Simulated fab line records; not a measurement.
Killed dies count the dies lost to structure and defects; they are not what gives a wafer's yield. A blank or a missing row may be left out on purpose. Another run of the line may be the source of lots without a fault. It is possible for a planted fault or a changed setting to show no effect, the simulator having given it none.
Which of the tools did it? :: flow n5 finfet :: 9 lots, 25 wafers sampled, at 6 steps of a route of 1938

WHAT THE GAUGES SHOWED, per wafer
N5_BEOL_M0_SAQP_CD_MEAS_25: target cd 13.1 nm. Usual: cd nm 12.77 nm, standard deviation 0.22.
lot: L624
measured: day 6 04:16
on: cd sem-02
cd nm (nm): 12.96 12.43 12.90
flag: 

lot: L625
measured: day 6 07:40
on: cd sem-02
cd nm (nm): 12.86 12.95 12.61
flag: 

lot: L626
measured: day 6 10:23
on: cd sem-03
cd nm (nm): 12.77 12.62 13.26
flag: 

lot: L629
measured: day 7 10:17
on: cd sem-03
cd nm (nm): 12.82 16.33
flag: OFF

lot: L630
measured: day 7 16:26
on: cd sem-01
cd nm (nm): 13.00 13.00 12.89
flag: 

lot: L631
measured: day 8 02:04
on: cd sem-03
cd nm (nm): 12.92 16.39
flag: OFF

lot: L641
measured: day 10 10:35
on: cd sem-02
cd nm (nm): 12.70 13.05 12.72
flag: 

lot: L642
measured: day 10 15:56
on: cd sem-02
cd nm (nm): 13.02 13.03 12.57
flag: 

lot: L643
measured: day 10 16:23
on: cd sem-01
cd nm (nm): 12.79 12.78 12.77
flag: 

N5_BEOL_M4_RC_MEAS_101. Usual: DIBL_N 36.2 mV/V, standard deviation 1.7; DIBL_P 36.2 mV/V, standard deviation 2.2; IOFF_N 0.16 nA/um, standard deviation 0.035; IOFF_P 0.21 nA/um, standard deviation 0.042; ION_N 673 uA/um, standard deviation 13; ION_P 462 uA/um, standard deviation 7.9; SS_N 71.4 mV/dec, standard deviation 0.59; SS_P 73.2 mV/dec, standard deviation 0.7; VT_N 250 mV, standard deviation 3.6; VT_P -251 mV, standard deviation 3.5.
lot: L624
measured: day 8 05:29
on: prober-01
DIBL_N (mV/V): 33.7 35.4 35.9
DIBL_P (mV/V): 35.2 37.1 37.6
IOFF_N (nA/um): 0.14 0.16 0.18
IOFF_P (nA/um): 0.21 0.23 0.23
ION_N (uA/um): 667 674 682
ION_P (uA/um): 469 473 473
SS_N (mV/dec): 70.5 71.1 71.9
SS_P (mV/dec): 72.9 73.2 74.0
VT_N (mV): 252 250 248
VT_P (mV): -250 -248 -250
flag: 

lot: L625
measured: day 8 07:13
on: prober-02
DIBL_N (mV/V): 36.6 39.1 39.0
DIBL_P (mV/V): 37.7 41.7 41.1
IOFF_N (nA/um): 0.20 0.27 0.27
IOFF_P (nA/um): 0.26 0.34 0.34
ION_N (uA/um): 688 713 696
ION_P (uA/um): 468 482 476
SS_N (mV/dec): 72.1 71.7 72.7
SS_P (mV/dec): 73.4 74.9 74.9
VT_N (mV): 243 240 240
VT_P (mV): -246 -244 -243
flag: 

lot: L626
measured: day 8 10:10
on: prober-02
DIBL_N (mV/V): 35.5 34.1 36.4
DIBL_P (mV/V): 34.9 33.8 35.9
IOFF_N (nA/um): 0.14 0.12 0.17
IOFF_P (nA/um): 0.19 0.18 0.21
ION_N (uA/um): 667 673 689
ION_P (uA/um): 464 467 467
SS_N (mV/dec): 70.9 70.8 71.2
SS_P (mV/dec): 73.4 72.8 72.6
VT_N (mV): 251 250 247
VT_P (mV): -251 -254 -250
flag: 

lot: L629
measured: day 9 19:37
on: prober-02
DIBL_N (mV/V): 37.1
DIBL_P (mV/V): 38.6
IOFF_N (nA/um): 0.19
IOFF_P (nA/um): 0.27
ION_N (uA/um): 691
ION_P (uA/um): 477
SS_N (mV/dec): 71.7
SS_P (mV/dec): 73.7
VT_N (mV): 246
VT_P (mV): -247
flag: 

lot: L630
measured: day 10 02:51
on: prober-01
DIBL_N (mV/V): 35.0 37.7 35.9
DIBL_P (mV/V): 34.7 37.1 35.6
IOFF_N (nA/um): 0.13 0.17 0.14
IOFF_P (nA/um): 0.21 0.25 0.24
ION_N (uA/um): 654 668 655
ION_P (uA/um): 466 464 464
SS_N (mV/dec): 71.3 71.3 70.4
SS_P (mV/dec): 72.4 73.0 72.9
VT_N (mV): 254 250 252
VT_P (mV): -251 -247 -247
flag: 

lot: L631
measured: day 10 17:38
on: prober-01
DIBL_N (mV/V): 37.1
DIBL_P (mV/V): 37.4
IOFF_N (nA/um): 0.17
IOFF_P (nA/um): 0.22
ION_N (uA/um): 678
ION_P (uA/um): 464
SS_N (mV/dec): 72.0
SS_P (mV/dec): 73.7
VT_N (mV): 250
VT_P (mV): -250
flag: 

lot: L641
measured: day 12 23:57
on: prober-01
DIBL_N (mV/V): 35.2 37.4 36.4
DIBL_P (mV/V): 34.0 36.2 34.2
IOFF_N (nA/um): 0.13 0.18 0.15
IOFF_P (nA/um): 0.18 0.22 0.19
ION_N (uA/um): 668 685 661
ION_P (uA/um): 460 467 455
SS_N (mV/dec): 71.4 71.3 70.8
SS_P (mV/dec): 72.7 72.8 73.1
VT_N (mV): 250 245 249
VT_P (mV): -253 -251 -252
flag: 

lot: L642
measured: day 12 20:08
on: prober-02
DIBL_N (mV/V): 36.3 35.5 34.4
DIBL_P (mV/V): 37.8 35.8 34.4
IOFF_N (nA/um): 0.16 0.14 0.12
IOFF_P (nA/um): 0.21 0.19 0.16
ION_N (uA/um): 675 671 667
ION_P (uA/um): 458 461 454
SS_N (mV/dec): 70.9 70.7 71.0
SS_P (mV/dec): 73.4 73.3 73.1
VT_N (mV): 251 252 253
VT_P (mV): -251 -251 -254
flag: 

lot: L643
measured: day 13 14:12
on: prober-01
DIBL_N (mV/V): 37.8 36.2 37.1
DIBL_P (mV/V): 37.2 34.0 34.9
IOFF_N (nA/um): 0.16 0.12 0.15
IOFF_P (nA/um): 0.25 0.19 0.21
ION_N (uA/um): 669 673 675
ION_P (uA/um): 459 462 470
SS_N (mV/dec): 71.8 71.5 70.9
SS_P (mV/dec): 73.6 72.6 72.3
VT_N (mV): 247 255 249
VT_P (mV): -247 -251 -249
flag: 

WHAT TOOL EACH LOT RAN ON (gives the tool, then ch and the chambers of the sampled wafers, and finally the start)
lot: L624
N5_BEOL_M0_SAQP_DESCUM_19: rie diel-05 ch 0,1,2, day 6 02:41
N5_BEOL_M0_SAQP_STRIP_86: rie diel-02 ch 0,3, day 6 03:04
N5_BEOL_M0_SAQP_SPACER1_ALD_98: ald sin-01 ch 0,2,3, day 6 03:36
N5_BEOL_M0_SAQP_RECESS_104: vapor etch-01 ch 0,1, day 6 04:35

lot: L625
N5_BEOL_M0_SAQP_DESCUM_19: rie diel-06 ch 0,1,3, day 6 06:07
N5_BEOL_M0_SAQP_STRIP_86: rie diel-06 ch 0,1,2, day 6 06:29
N5_BEOL_M0_SAQP_SPACER1_ALD_98: ald sin-02 ch 0,2,3, day 6 07:00
N5_BEOL_M0_SAQP_RECESS_104: vapor etch-01 ch 1, day 6 07:56

lot: L626
N5_BEOL_M0_SAQP_DESCUM_19: rie diel-06 ch 0,1,2, day 6 08:37
N5_BEOL_M0_SAQP_STRIP_86: rie diel-06 ch 2,3, day 6 09:00
N5_BEOL_M0_SAQP_SPACER1_ALD_98: ald sin-02 ch 0,1,3, day 6 09:43
N5_BEOL_M0_SAQP_RECESS_104: vapor etch-01 ch 1, day 6 10:41

lot: L629
N5_BEOL_M0_SAQP_DESCUM_19: rie diel-02 ch 0,1, day 7 08:34
N5_BEOL_M0_SAQP_STRIP_86: rie diel-05 ch 0,3, day 7 09:04
N5_BEOL_M0_SAQP_SPACER1_ALD_98: ald sin-02 ch 2,3, day 7 09:37
N5_BEOL_M0_SAQP_RECESS_104: vapor etch-02 ch 1, day 7 10:32

lot: L630
N5_BEOL_M0_SAQP_DESCUM_19: rie diel-06 ch 0,1,2, day 7 14:51
N5_BEOL_M0_SAQP_STRIP_86: rie diel-06 ch 1,2, day 7 15:14
N5_BEOL_M0_SAQP_SPACER1_ALD_98: ald sin-01 ch 2,3, day 7 15:46
N5_BEOL_M0_SAQP_RECESS_104: vapor etch-01 ch 0,1, day 7 16:41

lot: L631
N5_BEOL_M0_SAQP_DESCUM_19: rie diel-02 ch 0,1, day 8 00:20
N5_BEOL_M0_SAQP_STRIP_86: rie diel-06 ch 0,1, day 8 00:43
N5_BEOL_M0_SAQP_SPACER1_ALD_98: ald sin-02 ch 1,2, day 8 01:14
N5_BEOL_M0_SAQP_RECESS_104: vapor etch-01 ch 1, day 8 02:20

lot: L641
N5_BEOL_M0_SAQP_DESCUM_19: rie diel-05 ch 0,3, day 10 08:46
N5_BEOL_M0_SAQP_STRIP_86: rie diel-05 ch 0,3, day 10 09:13
N5_BEOL_M0_SAQP_SPACER1_ALD_98: ald sin-01 ch 1,3, day 10 09:55
N5_BEOL_M0_SAQP_RECESS_104: vapor etch-02 ch 0,1, day 10 10:51

lot: L642
N5_BEOL_M0_SAQP_DESCUM_19: rie diel-05 ch 1,2, day 10 12:52
N5_BEOL_M0_SAQP_STRIP_86: rie diel-02 ch 0,1, day 10 13:14
N5_BEOL_M0_SAQP_SPACER1_ALD_98: ald sin-03 ch 0,1, day 10 15:14
N5_BEOL_M0_SAQP_RECESS_104: vapor etch-02 ch 0,1, day 10 16:19

lot: L643
N5_BEOL_M0_SAQP_DESCUM_19: rie diel-05 ch 0,1,3, day 10 14:26
N5_BEOL_M0_SAQP_STRIP_86: rie diel-02 ch 0,1,3, day 10 14:50
N5_BEOL_M0_SAQP_SPACER1_ALD_98: ald sin-01 ch 0,2,3, day 10 15:38
N5_BEOL_M0_SAQP_RECESS_104: vapor etch-02 ch 0,1, day 10 16:46
- N5_BEOL_M0_SAQP_DESCUM_19: chemistry O2, time 7.9 s.
- N5_BEOL_M0_SAQP_STRIP_86: strips in N2/H2.
- N5_BEOL_M0_SAQP_SPACER1_ALD_98: deposits SiO2, target thk 12.8 nm, pulse time 1 s, purge time 2 s.
- N5_BEOL_M0_SAQP_RECESS_104: chemistry HF/NH3, target SiO2, target depth 18 nm, afs cycles 3, sublimation time 60 s.

WHAT THE TOOLS THEMSELVES READ (means of the sampled wafers that have a number; where no wafer has one, the mark that the record gives instead)
N5_BEOL_M0_SAQP_DESCUM_19. Usual: drypump motor current A 5.6 A, standard deviation 0.53; oes product au 0.77 a.u., standard deviation 0.087; rf vpp V 243.9 V, standard deviation 1.5; showerhead plenum p Torr 2.13 Torr, standard deviation 0.084; temp c 39.99 C, standard deviation 0.12; throttle valve pct 20.46 %, standard deviation 0.27.
lot: L624
tool: rie diel-05
drypump motor current A (A): 5.6
oes product au (a.u.): 0.78
rf vpp V (V): 242.9
showerhead plenum p Torr (Torr): 2.09
temp c (C): 39.84
throttle valve pct (%): 20.58
flag: 

lot: L625
tool: rie diel-06
drypump motor current A (A): 6.1
oes product au (a.u.): 0.81
rf vpp V (V): 244.5
showerhead plenum p Torr (Torr): 2.13
temp c (C): 40.01
throttle valve pct (%): 20.17
flag: 

lot: L626
tool: rie diel-06
drypump motor current A (A): 5.9
oes product au (a.u.): 0.78
rf vpp V (V): 244.2
showerhead plenum p Torr (Torr): 2.09
temp c (C): 40.08
throttle valve pct (%): 20.31
flag: 

lot: L629
tool: rie diel-02
drypump motor current A (A): 5.4
oes product au (a.u.): 0.72
rf vpp V (V): 243.8
showerhead plenum p Torr (Torr): 2.08
temp c (C): 39.95
throttle valve pct (%): 20.87
flag: 

lot: L630
tool: rie diel-06
drypump motor current A (A): 5.9
oes product au (a.u.): 0.77
rf vpp V (V): 244.0
showerhead plenum p Torr (Torr): 2.09
temp c (C): 39.93
throttle valve pct (%): 20.32
flag: 

lot: L631
tool: rie diel-02
drypump motor current A (A): 5.4
oes product au (a.u.): 0.72
rf vpp V (V): 243.4
showerhead plenum p Torr (Torr): 2.08
temp c (C): 39.88
throttle valve pct (%): 20.88
flag: 

lot: L641
tool: rie diel-05
drypump motor current A (A): 5.8
oes product au (a.u.): 0.72
rf vpp V (V): 243.5
showerhead plenum p Torr (Torr): 2.11
temp c (C): 40.05
throttle valve pct (%): 20.39
flag: 

lot: L642
tool: rie diel-05
drypump motor current A (A): 5.5
oes product au (a.u.): 0.80
rf vpp V (V): 243.2
showerhead plenum p Torr (Torr): 2.13
temp c (C): 40.02
throttle valve pct (%): 20.60
flag: 

lot: L643
tool: rie diel-05
drypump motor current A (A): 5.8
oes product au (a.u.): 0.77
rf vpp V (V): 243.1
showerhead plenum p Torr (Torr): 2.09
temp c (C): 40.06
throttle valve pct (%): 20.46
flag: 

N5_BEOL_M0_SAQP_STRIP_86. Usual: drypump motor current A 5.7 A, standard deviation 0.54; oes product au 0.79 a.u., standard deviation 0.095; rf vpp V 122.1 V, standard deviation 1.4; showerhead plenum p Torr 3.43 Torr, standard deviation 0.14; temp c 40.01 C, standard deviation 0.12; throttle valve pct 19.0 %, standard deviation 0.46.
lot: L624
tool: rie diel-02
drypump motor current A (A): 5.3
oes product au (a.u.): 0.75
rf vpp V (V): 122.5
showerhead plenum p Torr (Torr): 3.49
temp c (C): 39.99
throttle valve pct (%): 18.9
flag: 

lot: L625
tool: rie diel-06
drypump motor current A (A): 5.8
oes product au (a.u.): 0.78
rf vpp V (V): 122.4
showerhead plenum p Torr (Torr): 3.37
temp c (C): 40.08
throttle valve pct (%): 18.8
flag: 

lot: L626
tool: rie diel-06
drypump motor current A (A): 6.1
oes product au (a.u.): 0.71
rf vpp V (V): 121.0
showerhead plenum p Torr (Torr): 3.38
temp c (C): 39.92
throttle valve pct (%): 19.3
flag: 

lot: L629
tool: rie diel-05
drypump motor current A (A): 5.9
oes product au (a.u.): 0.73
rf vpp V (V): 122.1
showerhead plenum p Torr (Torr): 3.35
temp c (C): 39.97
throttle valve pct (%): 19.1
flag: 

lot: L630
tool: rie diel-06
drypump motor current A (A): 6.4
oes product au (a.u.): 0.81
rf vpp V (V): 123.6
showerhead plenum p Torr (Torr): 3.48
temp c (C): 40.08
throttle valve pct (%): 18.9
flag: 

lot: L631
tool: rie diel-06
drypump motor current A (A): 5.9
oes product au (a.u.): 0.81
rf vpp V (V): 120.5
showerhead plenum p Torr (Torr): 3.39
temp c (C): 39.95
throttle valve pct (%): 18.6
flag: 

lot: L641
tool: rie diel-05
drypump motor current A (A): 5.8
oes product au (a.u.): 0.72
rf vpp V (V): 121.7
showerhead plenum p Torr (Torr): 3.39
temp c (C): 39.99
throttle valve pct (%): 19.0
flag: 

lot: L642
tool: rie diel-02
drypump motor current A (A): 5.3
oes product au (a.u.): 0.81
rf vpp V (V): 122.1
showerhead plenum p Torr (Torr): 3.51
temp c (C): 40.00
throttle valve pct (%): 19.2
flag: 

lot: L643
tool: rie diel-02
drypump motor current A (A): 5.4
oes product au (a.u.): 0.81
rf vpp V (V): 122.3
showerhead plenum p Torr (Torr): 3.51
temp c (C): 40.14
throttle valve pct (%): 19.2
flag: 

N5_BEOL_M0_SAQP_SPACER1_ALD_98. Usual: heater power w 472 W, standard deviation 38; precursor pulse height rel 0.995, standard deviation 0.02.
lot: L624
tool: ald sin-01
heater power w (W): 478
precursor pulse height rel: 0.992
flag: 

lot: L625
tool: ald sin-02
heater power w (W): 479
precursor pulse height rel: 0.983
flag: 

lot: L626
tool: ald sin-02
heater power w (W): 463
precursor pulse height rel: 0.977
flag: 

lot: L629
tool: ald sin-02
heater power w (W): 490
precursor pulse height rel: 1.006
flag: 

lot: L630
tool: ald sin-01
heater power w (W): 494
precursor pulse height rel: 0.976
flag: 

lot: L631
tool: ald sin-02
heater power w (W): 472
precursor pulse height rel: 0.987
flag: 

lot: L641
tool: ald sin-01
heater power w (W): 511
precursor pulse height rel: 0.974
flag: 

lot: L642
tool: ald sin-03
heater power w (W): 509
precursor pulse height rel: 0.992
flag: 

lot: L643
tool: ald sin-01
heater power w (W): 482
precursor pulse height rel: 1.010
flag: 

N5_BEOL_M0_SAQP_RECESS_104. Usual: drypump motor current A 5.5 A, standard deviation 0.4; foreline p Torr 0.1280 Torr, standard deviation 0.00055; temp c 29.98 C, standard deviation 0.1.
lot: L624
tool: vapor etch-01
drypump motor current A (A): 5.6
foreline p Torr (Torr): 0.1280
temp c (C): 29.98
flag: 

lot: L625
tool: vapor etch-01
drypump motor current A (A): 5.9
foreline p Torr (Torr): 0.1282
temp c (C): 29.99
flag: 

lot: L626
tool: vapor etch-01
drypump motor current A (A): 5.9
foreline p Torr (Torr): 0.1278
temp c (C): 30.08
flag: 

lot: L629
tool: vapor etch-02
drypump motor current A (A): 5.8
foreline p Torr (Torr): 0.1275
temp c (C): 30.01
flag: 

lot: L630
tool: vapor etch-01
drypump motor current A (A): 5.6
foreline p Torr (Torr): 0.1276
temp c (C): 29.99
flag: 

lot: L631
tool: vapor etch-01
drypump motor current A (A): 5.9
foreline p Torr (Torr): 0.1275
temp c (C): 29.98
flag: 

lot: L641
tool: vapor etch-02
drypump motor current A (A): 5.3
foreline p Torr (Torr): 0.1280
temp c (C): 29.98
flag: 

lot: L642
tool: vapor etch-02
drypump motor current A (A): 5.5
foreline p Torr (Torr): 0.1280
temp c (C): 30.03
flag: 

lot: L643
tool: vapor etch-02
drypump motor current A (A): 5.5
foreline p Torr (Torr): 0.1283
temp c (C): 29.94
flag: 

THE ANSWER, worked out from the rows above alone
Rule: a lot is off if the mean of its wafers that have a number lies more than 3 standard deviations from the usual mean. A lot without any number at a reading at which 4 lots or more have one is off too. The other lots that the step has rows for count as sound. After the gauges, taken in route order, come the tools' own readings; for these a lot's mean is taken, as printed above. At the first step where some lot is off, the reading lying furthest off is the one used; lots without a number count as furthest.
Off, at N5_BEOL_M0_SAQP_CD_MEAS_25 on cd nm: L629, L631.
A tool fits if, at a process step before that reading, it ran every lot that is off, and no sound lot after the first of them. Gauges at N5_BEOL_M0_SAQP_CD_MEAS_25: tried the same way as those tools. Can't be told from this: 3 tools fit, rie diel-02 at N5_BEOL_M0_SAQP_DESCUM_19, ald sin-02 at N5_BEOL_M0_SAQP_SPACER1_ALD_98, cd sem-03 at N5_BEOL_M0_SAQP_CD_MEAS_25.

WHAT THE SIMULATOR HAD INSERTED
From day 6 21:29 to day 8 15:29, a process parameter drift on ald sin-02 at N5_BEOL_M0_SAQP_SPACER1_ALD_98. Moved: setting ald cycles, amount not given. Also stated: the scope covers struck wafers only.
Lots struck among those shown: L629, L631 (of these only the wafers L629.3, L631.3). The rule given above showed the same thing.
